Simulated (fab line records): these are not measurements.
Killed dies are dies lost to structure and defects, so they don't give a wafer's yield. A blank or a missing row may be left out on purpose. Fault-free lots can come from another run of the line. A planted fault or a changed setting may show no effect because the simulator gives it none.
fab line records	flow n5_finfet
[record] lots = 24	wafers = 72	last_day = 18
route steps=1938 shown BEOL_M12@1641 BEOL_M13@1692
lots that met no fault: from a run of the same line without faults
start_h: hours from the record's first day to the start of the lot's first wafer shown	wait_h: hours elapsed since this lot's preceding step	" unchanged from the row above	L1.1+2: a single row standing in for several wafers	- value missing, or start not given	* or withheld: withheld	< > ~ a bound
route shown NAME@n: names a module that has steps shown in the file, with the first one's number in the route	usual: the fault-free wafers' mean and standard deviation	same: alike in all rows	chamber/n: place in a boat	sites: the reading at each site	_std_site: the values' standard deviation	_edge_site: inner sites' mean taken away from outer sites' mean	radius_mm: for every site, how far away it sits from the centre of the wafer	mask NAME#n: copy n	behind: the tool/chamber that last shaped the wafer	hold: why the lot went on hold/how many hours it stayed there/how the hold came to an end	device: transistor that didn't switch, given as n, p or np	end of line: at the end of the route, the tests of the same wafers	a step with no rows: only its recipe	killed: the dies lost at the first sort to structure and to defects; this is not the yield of the wafer	map: per-die view of a wafer (x killed, . not killed, _ where there is no die)
set.NAME: the setting that was run; set.NAME@STEP: the one run at that earlier step	model.NAME: the simulator's own value behind a step, which no gauge read
route steps across a sampled set of lots; one table per step, one row per wafer
services: when a tool's chamber went out of use (start_h, in hours from the record's first day, below 0 if earlier), for how many hours, and the reason
[[steps]]
[step N5_BEOL_M12_OCD_MEAS_35]
[usual] trench_depth_nm = 317/4.2
lot.wafer	tool	chamber	start_h	wait_h	trench_depth_nm
L074.1	ocd-02	-	233.19	0.0	314
L074.2	"	-	"	"	325
L074.3	"	-	"	"	313
L077.3	ocd-01	-	242.47	0.0	313
L077.4	"	-	"	"	320
L077.6	"	-	"	"	318
L076.3	ocd-01	-	244.88	0.0	319
L076.4	"	-	"	"	319
L076.6	"	-	"	"	319
L075.3	ocd-01	-	250.26	0.0	313
L075.4	"	-	"	"	319
L075.6	"	-	"	"	321
L078.2	ocd-02	-	254.73	0.0	317
L078.4	"	-	"	"	314
L078.5	"	-	"	"	316
L079.3	ocd-02	-	259.57	0.0	316
L079.4	"	-	"	"	316
L079.6	"	-	"	"	315
L080.1	ocd-02	-	264.55	0.0	317
L080.4	"	-	"	"	319
L080.6	"	-	"	"	318
L081.1	ocd-02	-	267.61	0.0	324
L081.2	"	-	"	"	314
L081.5	"	-	"	"	315
L082.1	ocd-01	-	275.91	0.0	314
L082.4	"	-	"	"	319
L082.5	"	-	"	"	317
L083.1	ocd-01	-	284.23	0.0	317
L083.2	"	-	"	"	325
L083.5	"	-	"	"	324
L085.2	ocd-02	-	294.07	0.0	313
L085.4	"	-	"	"	314
L085.6	"	-	"	"	315
L088.2	ocd-01	-	313.78	0.0	317
L088.5	"	-	"	"	314
L088.6	"	-	"	"	316
L087.1	ocd-01	-	317.35	0.0	316
L087.2	"	-	"	"	311
L087.6	"	-	"	"	309
L086.1	ocd-02	-	317.65	0.0	327
L086.2	"	-	"	"	317
L086.4	"	-	"	"	317
L084.1	ocd-01	-	317.69	0.0	318
L084.5	"	-	"	"	315
L084.6	"	-	"	"	314
L090.2	ocd-02	-	318.44	0.0	314
L090.3	"	-	"	"	322
L090.4	"	-	"	"	321
L089.3	ocd-01	-	319.09	0.0	316
L089.4	"	-	"	"	314
L089.5	"	-	"	"	315
L091.1	ocd-01	-	334.50	0.0	322
L091.3	"	-	"	"	313
L091.4	"	-	"	"	308
L092.2	ocd-01	-	343.61	0.0	310
L092.5	"	-	"	"	313
L092.6	"	-	"	"	318
L093.1	ocd-01	-	357.64	0.0	317
L093.2	"	-	"	"	314
L093.3	"	-	"	"	324
L094.4	ocd-02	-	358.22	0.0	317
L094.5	"	-	"	"	314
L094.6	"	-	"	"	319
L096.1	ocd-01	-	361.43	0.0	312
L096.2	"	-	"	"	314
L096.4	"	-	"	"	316
L095.2	ocd-02	-	361.66	0.0	316
L095.4	"	-	"	"	310
L095.5	"	-	"	"	315
L097.4	ocd-02	-	384.03	0.0	325
L097.5	"	-	"	"	323
L097.6	"	-	"	"	326
[step N5_BEOL_M12_INSPECT_55]
[recipe] inspect_instrument = darkfield	mode = post_dep
[usual] raw_defect_count = 64/20
lot.wafer	tool	chamber	start_h	wait_h	raw_defect_count
L074.1	defect_inspect-02	-	236.01	0.0	61
L074.2	"	-	"	"	46
L074.3	"	-	"	"	83
L077.3	defect_inspect-01	-	246.91	0.0	49
L077.4	"	-	"	"	69
L077.6	"	-	"	"	48
L076.3	defect_inspect-01	-	247.90	0.0	46
L076.4	"	-	"	"	59
L076.6	"	-	"	"	38
L075.3	defect_inspect-02	-	254.54	0.0	66
L075.4	"	-	"	"	90
L075.6	"	-	"	"	76
L078.2	defect_inspect-02	-	257.91	0.0	56
L078.4	"	-	"	"	71
L078.5	"	-	"	"	86
L079.3	defect_inspect-01	-	263.77	0.0	76
L079.4	"	-	"	"	84
L079.6	"	-	"	"	92
L080.1	defect_inspect-01	-	272.48	0.0	50
L080.4	"	-	"	"	81
L080.6	"	-	"	"	65
L081.1	defect_inspect-01	-	273.04	0.0	36
L081.2	"	-	"	"	35
L081.5	"	-	"	"	40
L082.1	defect_inspect-02	-	278.17	0.0	46
L082.4	"	-	"	"	54
L082.5	"	-	"	"	32
L083.1	defect_inspect-01	-	286.86	0.0	47
L083.2	"	-	"	"	73
L083.5	"	-	"	"	50
L085.2	defect_inspect-01	-	295.99	0.0	96
L085.4	"	-	"	"	57
L085.6	"	-	"	"	100
L088.2	defect_inspect-02	-	316.42	0.0	49
L088.5	"	-	"	"	57
L088.6	"	-	"	"	62
L087.1	defect_inspect-01	-	320.63	0.0	40
L087.2	"	-	"	"	77
L087.6	"	-	"	"	56
L086.1	defect_inspect-01	-	321.76	0.0	82
L086.2	"	-	"	"	73
L086.4	"	-	"	"	65
L084.1	defect_inspect-02	-	324.07	0.0	59
L084.5	"	-	"	"	52
L084.6	"	-	"	"	64
L090.2	defect_inspect-01	-	324.53	0.0	68
L090.3	"	-	"	"	47
L090.4	"	-	"	"	54
L089.3	defect_inspect-01	-	324.74	0.0	74
L089.4	"	-	"	"	76
L089.5	"	-	"	"	62
L091.1	defect_inspect-02	-	339.53	0.0	105
L091.3	"	-	"	"	56
L091.4	"	-	"	"	98
L092.2	defect_inspect-02	-	354.19	0.0	66
L092.5	"	-	"	"	49
L092.6	"	-	"	"	44
L093.1	defect_inspect-01	-	359.84	0.1	54
L093.2	"	-	"	"	45
L093.3	"	-	"	"	42
L094.4	defect_inspect-01	-	360.30	0.0	43
L094.5	"	-	"	"	62
L094.6	"	-	"	"	88
L096.1	defect_inspect-01	-	363.53	0.0	37
L096.2	"	-	"	"	70
L096.4	"	-	"	"	59
L095.2	defect_inspect-01	-	363.92	0.0	94
L095.4	"	-	"	"	101
L095.5	"	-	"	"	78
L097.4	defect_inspect-01	-	386.77	0.0	53
L097.5	"	-	"	"	78
L097.6	"	-	"	"	71
[step N5_BEOL_M13_DESCUM_33]
[recipe] chemistry = O2	time_s = 7.9	source_power_w = 50	bias_power_w = 20	pressure_mtorr = 20	rf_frequency_hz = 2.712e+07	temp_c = 40	o2_flow_sccm = 225
[usual] drypump_motor_current_A = 5.6/0.36	oes_product_au = 0.80/0.082	rf_vpp_V = 243.4/1.5	showerhead_plenum_p_Torr = 2.10/0.08	throttle_valve_pct = 20.25/0.26
lot.wafer	tool	chamber	start_h	wait_h	drypump_motor_current_A	oes_product_au	rf_hours_counter_h	rf_vpp_V	showerhead_plenum_p_Torr	throttle_valve_pct
L074.1	rie_diel-06	1	237.66	0.0	5.9	0.84	56	243.6	2.10	19.76
L074.2	"	3	"	"	5.3	0.81	82	245.3	2.20	20.44
L074.3	"	0	"	"	5.8	0.89	55	240.4	2.03	20.42
L077.3	rie_diel-03	2	248.47	0.1	5.2	0.73	184	243.1	1.98	19.92
L077.4	"	0	"	"	5.2	0.81	81	245.7	2.22	20.14
L077.6	"	1	"	"	6.0	0.77	-	244.7	2.19	19.98
L076.3	rie_diel-06	2	249.63	0.0	5.2	0.70	231	241.5	2.05	20.62
L076.4	"	2	"	"	5.2	0.70	-	244.1	2.05	20.63
L076.6	"	0	"	"	5.8	0.88	-	242.5	2.03	20.43
L075.3	rie_diel-03	2	256.19	0.0	5.2	0.74	186	240.7	1.98	19.94
L075.4	"	1	"	"	6.0	0.78	105	244.9	2.19	19.97
L075.6	"	2	"	"	5.2	0.74	-	241.3	1.98	19.95
L078.2	rie_diel-01	1	259.62	0.0	5.8	0.69	219	241.8	2.07	20.29
L078.4	"	3	"	"	6.2	0.84	71	242.0	2.03	20.12
L078.5	"	3	"	"	6.2	0.84	-	241.9	2.03	20.12
L079.3	rie_diel-03	0	265.50	0.1	5.2	0.81	86	244.1	2.22	20.15
L079.4	"	1	"	"	6.0	0.78	108	245.6	2.19	19.97
L079.6	"	3	"	"	5.9	0.96	-	244.2	2.14	20.47
L080.1	rie_diel-03	0	274.14	0.0	5.2	0.81	88	244.6	2.22	20.16
L080.4	"	3	"	"	5.9	0.95	8	245.1	2.14	20.48
L080.6	"	2	"	"	5.2	0.73	-	242.1	1.98	19.96
L081.1	rie_diel-01	0	274.91	0.3	5.2	0.69	203	244.9	2.14	20.38
L081.2	"	3	"	"	6.2	0.85	75	241.8	2.03	20.11
L081.5	"	2	"	"	6.1	0.68	-	240.9	1.99	20.68
L082.1	rie_diel-06	1	280.09	0.0	5.9	0.84	70	242.9	2.10	19.80
L082.4	"	3	"	"	5.3	0.81	94	245.7	2.20	20.45
L082.5	"	2	"	"	5.2	0.69	-	243.6	2.05	20.64
L083.1	rie_diel-01	1	290.26	0.7	5.8	0.70	223	242.3	2.07	20.29
L083.2	"	3	"	"	6.3	0.85	78	243.0	2.03	20.13
L083.5	"	0	"	"	5.2	0.69	-	244.7	2.14	20.42
L085.2	rie_diel-06	2	297.65	0.0	5.2	0.68	248	243.0	2.05	20.65
L085.4	"	1	"	"	5.9	0.82	76	244.3	2.09	19.82
L085.6	"	3	"	"	5.3	0.79	-	245.0	2.20	20.47
L088.2	rie_diel-06	1	318.26	0.0	5.9	0.82	83	243.9	2.09	19.82
L088.5	"	0	"	"	5.8	0.86	-	242.4	2.03	20.46
L088.6	"	3	"	"	5.3	0.79	-	246.0	2.19	20.47
L087.1	rie_diel-06	3	322.35	0.1	5.3	0.78	109	245.1	2.19	20.48
L087.2	"	1	"	"	5.9	0.81	84	243.0	2.09	19.83
L087.6	"	2	"	"	5.2	0.99	-	243.2	2.04	20.28
L086.1	rie_diel-03	1	323.88	0.0	6.0	0.76	126	244.8	2.18	20.00
L086.2	"	0	"	"	5.3	0.79	103	244.2	2.21	20.19
L086.4	"	3	"	"	5.8	0.91	22	242.4	2.13	20.50
L084.1	rie_diel-03	3	325.95	0.1	5.9	0.90	23	242.9	2.13	20.52
L084.5	"	3	"	"	5.9	0.90	-	244.3	2.14	20.50
L084.6	"	0	"	"	5.2	0.79	-	243.1	2.21	20.17
L090.2	rie_diel-06	2	326.24	0.2	5.2	0.97	2	243.4	2.04	20.29
L090.3	"	0	"	"	5.8	0.85	83	241.5	2.02	20.46
L090.4	"	3	"	"	5.3	0.78	111	245.5	2.19	20.45
L089.3	rie_diel-03	2	326.54	0.1	5.2	0.73	207	240.8	1.97	19.97
L089.4	"	1	"	"	6.0	0.75	127	244.0	2.18	19.99
L089.5	"	0	"	"	5.2	0.79	-	245.1	2.21	20.19
L091.1	rie_diel-01	3	341.20	0.0	6.2	0.82	96	242.2	2.02	20.16
L091.3	"	2	"	"	6.1	0.95	8	247.5	2.25	20.37
L091.4	"	1	"	"	5.8	0.68	240	241.9	2.06	20.31
L092.2	rie_diel-06	2	356.18	0.0	5.2	0.93	11	243.5	2.04	20.31
L092.5	"	2	"	"	5.2	0.93	-	242.8	2.04	20.30
L092.6	"	1	"	"	5.9	0.81	-	244.7	2.09	19.84
L093.1	rie_diel-01	2	361.49	0.0	6.1	0.95	14	245.9	2.25	20.37
L093.2	"	3	"	"	6.2	0.82	101	241.5	2.02	20.17
L093.3	"	1	"	"	5.9	0.68	246	243.5	2.06	20.31
L094.4	rie_diel-03	3	361.83	0.0	5.9	0.88	34	244.7	2.13	20.53
L094.5	"	3	"	"	5.9	0.88	-	242.8	2.13	20.52
L094.6	"	2	"	"	5.2	0.70	-	240.7	1.97	20.00
L096.1	rie_diel-03	2	365.62	0.0	5.3	0.71	219	241.1	1.97	20.00
L096.2	"	0	"	"	5.3	0.78	117	243.6	2.21	20.19
L096.4	"	1	"	"	6.0	0.75	138	245.1	2.18	20.01
L095.2	rie_diel-06	3	366.67	0.0	5.3	0.78	121	245.5	2.19	20.50
L095.4	"	0	"	"	5.8	0.85	94	241.7	2.02	20.48
L095.5	"	1	"	"	5.9	0.80	-	245.2	2.09	19.84
L097.4	rie_diel-06	3	388.68	0.1	5.3	0.76	129	245.0	2.19	20.49
L097.5	"	1	"	"	5.9	0.79	-	243.0	2.09	19.86
L097.6	"	0	"	"	5.8	0.83	-	242.8	2.02	20.48
[step N5_BEOL_M13_OCD_MEAS_35]
[usual] trench_depth_nm = 414/6.4
lot.wafer	tool	chamber	start_h	wait_h	trench_depth_nm
L074.1	ocd-01	-	238.24	0.0	416
L074.2	"	-	"	"	410
L074.3	"	-	"	"	417
L077.3	ocd-02	-	249.05	0.0	405
L077.4	"	-	"	"	421
L077.6	"	-	"	"	409
L076.3	ocd-02	-	250.21	0.0	409
L076.4	"	-	"	"	408
L076.6	"	-	"	"	413
L075.3	ocd-02	-	256.77	0.0	410
L075.4	"	-	"	"	412
L075.6	"	-	"	"	409
L078.2	ocd-01	-	260.20	0.0	413
L078.4	"	-	"	"	415
L078.5	"	-	"	"	418
L079.3	ocd-01	-	266.08	0.0	420
L079.4	"	-	"	"	408
L079.6	"	-	"	"	422
L080.1	ocd-01	-	274.72	0.0	414
L080.4	"	-	"	"	414
L080.6	"	-	"	"	405
L081.1	ocd-01	-	275.49	0.0	403
L081.2	"	-	"	"	418
L081.5	"	-	"	"	409
L082.1	ocd-02	-	280.67	0.0	423
L082.4	"	-	"	"	417
L082.5	"	-	"	"	412
L083.1	ocd-02	-	290.83	0.0	411
L083.2	"	-	"	"	415
L083.5	"	-	"	"	399
L085.2	ocd-02	-	298.23	0.0	407
L085.4	"	-	"	"	416
L085.6	"	-	"	"	414
L088.2	ocd-01	-	318.83	0.0	415
L088.5	"	-	"	"	421
L088.6	"	-	"	"	413
L087.1	ocd-01	-	322.93	0.0	411
L087.2	"	-	"	"	418
L087.6	"	-	"	"	413
L086.1	ocd-01	-	324.46	0.0	402
L086.2	"	-	"	"	419
L086.4	"	-	"	"	415
L084.1	ocd-02	-	326.54	0.0	420
L084.5	"	-	"	"	422
L084.6	"	-	"	"	421
L090.2	ocd-01	-	326.82	0.0	416
L090.3	"	-	"	"	416
L090.4	"	-	"	"	406
L089.3	ocd-02	-	327.12	0.0	410
L089.4	"	-	"	"	405
L089.5	"	-	"	"	420
L091.1	ocd-02	-	341.78	0.0	417
L091.3	"	-	"	"	423
L091.4	"	-	"	"	411
L092.2	ocd-01	-	356.76	0.0	419
L092.5	"	-	"	"	418
L092.6	"	-	"	"	416
L093.1	ocd-02	-	362.07	0.0	422
L093.2	"	-	"	"	414
L093.3	"	-	"	"	408
L094.4	ocd-01	-	362.42	0.0	419
L094.5	"	-	"	"	422
L094.6	"	-	"	"	411
L096.1	ocd-01	-	366.20	0.0	408
L096.2	"	-	"	"	422
L096.4	"	-	"	"	407
L095.2	ocd-02	-	367.25	0.0	411
L095.4	"	-	"	"	423
L095.5	"	-	"	"	411
L097.4	ocd-01	-	389.27	0.0	406
L097.5	"	-	"	"	416
L097.6	"	-	"	"	419
[step N5_BEOL_M13_DEGAS_41]
[recipe] ambient = vacuum	temp_c = 250	time_s = 60
[usual] heater_power_w = 349/61
lot.wafer	tool	chamber	start_h	wait_h	heater_power_w
L074.1	pvd_sputter-03	-	240.05	1.3	337
L074.2	"	-	"	"	311
L074.3	"	-	"	"	474
L077.3	pvd_sputter-01	-	249.59	0.2	336
L077.4	"	-	"	"	328
L077.6	"	-	"	"	333
L076.3	pvd_sputter-03	-	252.59	0.4	476
L076.4	"	-	"	"	301
L076.6	"	-	"	"	279
L075.3	pvd_sputter-02	-	262.19	0.2	281
L075.4	"	-	"	"	407
L075.6	"	-	"	"	367
L078.2	pvd_sputter-01	-	267.03	0.5	325
L078.4	"	-	"	"	290
L078.5	"	-	"	"	335
L079.3	pvd_sputter-01	-	267.35	0.3	340
L079.4	"	-	"	"	327
L079.6	"	-	"	"	336
L080.1	pvd_sputter-02	-	275.90	0.6	275
L080.4	"	-	"	"	370
L080.6	"	-	"	"	283
L081.1	pvd_sputter-01	-	277.18	0.3	291
L081.2	"	-	"	"	326
L081.5	"	-	"	"	318
L082.1	pvd_sputter-01	-	282.93	0.3	287
L082.4	"	-	"	"	339
L082.5	"	-	"	"	296
L083.1	pvd_sputter-02	-	291.94	0.4	412
L083.2	"	-	"	"	367
L083.5	"	-	"	"	425
L085.2	pvd_sputter-02	-	300.12	0.3	405
L085.4	"	-	"	"	366
L085.6	"	-	"	"	413
L088.2	pvd_sputter-01	-	320.03	0.6	283
L088.5	"	-	"	"	337
L088.6	"	-	"	"	328
L087.1	pvd_sputter-03	-	323.50	0.2	274
L087.2	"	-	"	"	307
L087.6	"	-	"	"	279
L086.1	pvd_sputter-02	-	326.23	1.1	411
L086.2	"	-	"	"	428
L086.4	"	-	"	"	361
L084.1	pvd_sputter-03	-	327.32	0.2	343
L084.5	"	-	"	"	477
L084.6	"	-	"	"	305
L090.2	pvd_sputter-02	-	327.37	0.1	422
L090.3	"	-	"	"	275
L090.4	"	-	"	"	411
L089.3	pvd_sputter-03	-	328.16	0.3	308
L089.4	"	-	"	"	473
L089.5	"	-	"	"	337
L091.1	pvd_sputter-03	-	345.97	0.4	306
L091.3	"	-	"	"	332
L091.4	"	-	"	"	282
L092.2	pvd_sputter-02	-	359.12	0.4	411
L092.5	"	-	"	"	416
L092.6	"	-	"	"	405
L093.1	pvd_sputter-02	-	363.11	0.4	400
L093.2	"	-	"	"	277
L093.3	"	-	"	"	371
L094.4	pvd_sputter-03	-	365.24	1.8	340
L094.5	"	-	"	"	306
L094.6	"	-	"	"	475
L096.1	pvd_sputter-03	-	366.75	0.3	471
L096.2	"	-	"	"	273
L096.4	"	-	"	"	340
L095.2	pvd_sputter-02	-	368.95	0.2	404
L095.4	"	-	"	"	420
L095.5	"	-	"	"	409
L097.4	pvd_sputter-03	-	392.29	0.4	332
L097.5	"	-	"	"	471
L097.6	"	-	"	"	309
[step N5_BEOL_M13_SPUTTER_45]
[recipe] material = Cu	target_thk_a = 800	temp_c = -20	bias_v = 60	power_w = 26000	chamber_pressure_pa = 0.13	time_s = 13.33
[usual] throttle_valve_pct = 29.7/0.99
lot.wafer	tool	chamber	start_h	wait_h	throttle_valve_pct
L074.1	pvd_sputter-03	-	240.29	0.0	30.2
L074.2	"	-	"	"	29.2
L074.3	"	-	"	"	27.9
L077.3	pvd_sputter-01	-	249.83	0.0	28.2
L077.4	"	-	"	"	31.1
L077.6	"	-	"	"	29.0
L076.3	pvd_sputter-03	-	252.83	0.0	27.9
L076.4	"	-	"	"	29.3
L076.6	"	-	"	"	31.1
L075.3	pvd_sputter-02	-	262.43	0.0	28.9
L075.4	"	-	"	"	30.2
L075.6	"	-	"	"	29.7
L078.2	pvd_sputter-01	-	267.27	0.0	29.1
L078.4	"	-	"	"	30.2
L078.5	"	-	"	"	31.1
L079.3	pvd_sputter-01	-	267.59	0.0	28.9
L079.4	"	-	"	"	28.5
L079.6	"	-	"	"	28.7
L080.1	pvd_sputter-02	-	276.14	0.0	28.8
L080.4	"	-	"	"	29.6
L080.6	"	-	"	"	29.0
L081.1	pvd_sputter-01	-	277.42	0.0	30.3
L081.2	"	-	"	"	28.3
L081.5	"	-	"	"	31.5
L082.1	pvd_sputter-01	-	283.20	0.0	30.3
L082.4	"	-	"	"	28.5
L082.5	"	-	"	"	30.5
L083.1	pvd_sputter-02	-	292.18	0.0	30.7
L083.2	"	-	"	"	29.4
L083.5	"	-	"	"	30.5
L085.2	pvd_sputter-02	-	300.36	0.0	30.1
L085.4	"	-	"	"	29.9
L085.6	"	-	"	"	30.5
L088.2	pvd_sputter-01	-	320.27	0.0	30.3
L088.5	"	-	"	"	28.4
L088.6	"	-	"	"	31.5
L087.1	pvd_sputter-03	-	323.74	0.0	31.3
L087.2	"	-	"	"	29.4
L087.6	"	-	"	"	31.2
L086.1	pvd_sputter-02	-	326.47	0.0	30.0
L086.2	"	-	"	"	30.7
L086.4	"	-	"	"	29.6
L084.1	pvd_sputter-03	-	327.56	0.0	29.9
L084.5	"	-	"	"	28.2
L084.6	"	-	"	"	29.6
L090.2	pvd_sputter-02	-	327.61	0.0	30.3
L090.3	"	-	"	"	28.7
L090.4	"	-	"	"	30.1
L089.3	pvd_sputter-03	-	328.40	0.0	29.5
L089.4	"	-	"	"	28.0
L089.5	"	-	"	"	29.6
L091.1	pvd_sputter-03	-	346.21	0.0	29.2
L091.3	"	-	"	"	29.9
L091.4	"	-	"	"	31.4
L092.2	pvd_sputter-02	-	359.36	0.0	30.3
L092.5	"	-	"	"	30.4
L092.6	"	-	"	"	30.1
L093.1	pvd_sputter-02	-	363.35	0.0	30.0
L093.2	"	-	"	"	28.9
L093.3	"	-	"	"	29.6
L094.4	pvd_sputter-03	-	365.48	0.0	29.7
L094.5	"	-	"	"	29.1
L094.6	"	-	"	"	28.0
L096.1	pvd_sputter-03	-	366.99	0.0	27.9
L096.2	"	-	"	"	31.4
L096.4	"	-	"	"	29.9
L095.2	pvd_sputter-02	-	369.19	0.0	30.1
L095.4	"	-	"	"	30.2
L095.5	"	-	"	"	30.1
L097.4	pvd_sputter-03	-	392.53	0.0	29.9
L097.5	"	-	"	"	27.7
L097.6	"	-	"	"	29.4
[[services]]
tool	chamber	start_h	hours	kind
rie_diel-06	-	215.37	0.3	repair
rie_diel-03	3	218.34	1.6	repair
rie_diel-03	-	218.39	7.2	repair
rie_diel-03	3	231.56	-	clean
rie_diel-03	3	231.56	-	consumable_replace:focus_ring
rie_diel-03	3	231.56	15.0	scheduled_down
rie_diel-03	3	231.56	15.0	vent_cycle
rie_diel-06	3	248.87	4.0	repair
rie_diel-01	1	271.31	18.5	repair
rie_diel-01	2	282.41	8.8	repair
rie_diel-01	2	291.30	-	clean
rie_diel-01	2	291.30	-	consumable_replace:focus_ring
rie_diel-01	2	291.30	-	consumable_replace:showerhead
rie_diel-01	2	291.30	21.6	scheduled_down
rie_diel-01	2	291.30	21.6	vent_cycle
rie_diel-06	2	303.58	-	clean
rie_diel-06	2	303.58	-	consumable_replace:focus_ring
rie_diel-06	2	303.58	16.4	scheduled_down
rie_diel-06	2	303.58	16.4	vent_cycle
rie_diel-01	-	346.57	2.8	pm
rie_diel-06	-	363.32	2.8	pm
rie_diel-03	-	366.81	2.8	pm
rie_diel-01	1	369.50	-	clean
pvd_sputter-01	-	379.91	1.3	repair
[[key]]
fault none
